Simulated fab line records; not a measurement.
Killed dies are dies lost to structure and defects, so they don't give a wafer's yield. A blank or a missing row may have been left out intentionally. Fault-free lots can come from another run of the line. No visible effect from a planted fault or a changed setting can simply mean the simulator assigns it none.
Chamber matching | flow n5_finfet | N5_BEOL_M3_ETCH_69 on rie_diel-04: 4 sister chambers
The step etches SiARC in CF4, target depth 15.6 nm, time 26 s. 4 wafers are shown with their chamber, then 9 later ones without.

## WAFERS WITH THEIR CHAMBER
wafer  | chamber | showerhead_plenum_p_Torr (Torr)
L081.5 | 3       | 2.08
L084.6 | 0       | 2.12
L095.5 | 1       | 2.06
L095.6 | 2       | 2.12

## WAFERS WITHOUT THEIR CHAMBER
wafer  | showerhead_plenum_p_Torr (Torr)
L089.3 | 2.06
L089.4 | 2.08
L089.6 | 2.11
L094.1 | 2.11
L094.4 | 2.06
L094.5 | 2.11
L097.4 | 2.07
L097.5 | 2.11
L097.6 | 2.06

## WHICH CHAMBER EACH WENT THROUGH
wafer  | from the rows above     | in truth
L089.3 | 1                       | 1
L089.4 | 3                       | 3
L089.6 | can't be placed: 0 or 2 | 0
L094.1 | can't be placed: 0 or 2 | 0
L094.4 | 1                       | 1
L094.5 | can't be placed: 0 or 2 | 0
L097.4 | can't be placed: 1 or 3 | 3
L097.5 | can't be placed: 0 or 2 | 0
L097.6 | 1                       | 1
4 of 9 placed correctly. From these rows, 5 cannot be placed; in 5 the true chamber is one of the candidates. Placed wrongly: 0.
How it was worked out, from the rows above alone: a wafer's distance from a chamber is the root of the sum, over the readings, of the square of ((its reading less the chamber's mean) divided by the reading's scatter). If the next closest chamber is less than 2 further off than the closest, the wafer can't be placed; otherwise it belongs to the closest. The mean given for a chamber averages the wafers shown for that chamber. The scatter (one wafer shown for each chamber): square how far every hidden wafer sits from the nearest shown wafer, average those squares and take the square root.
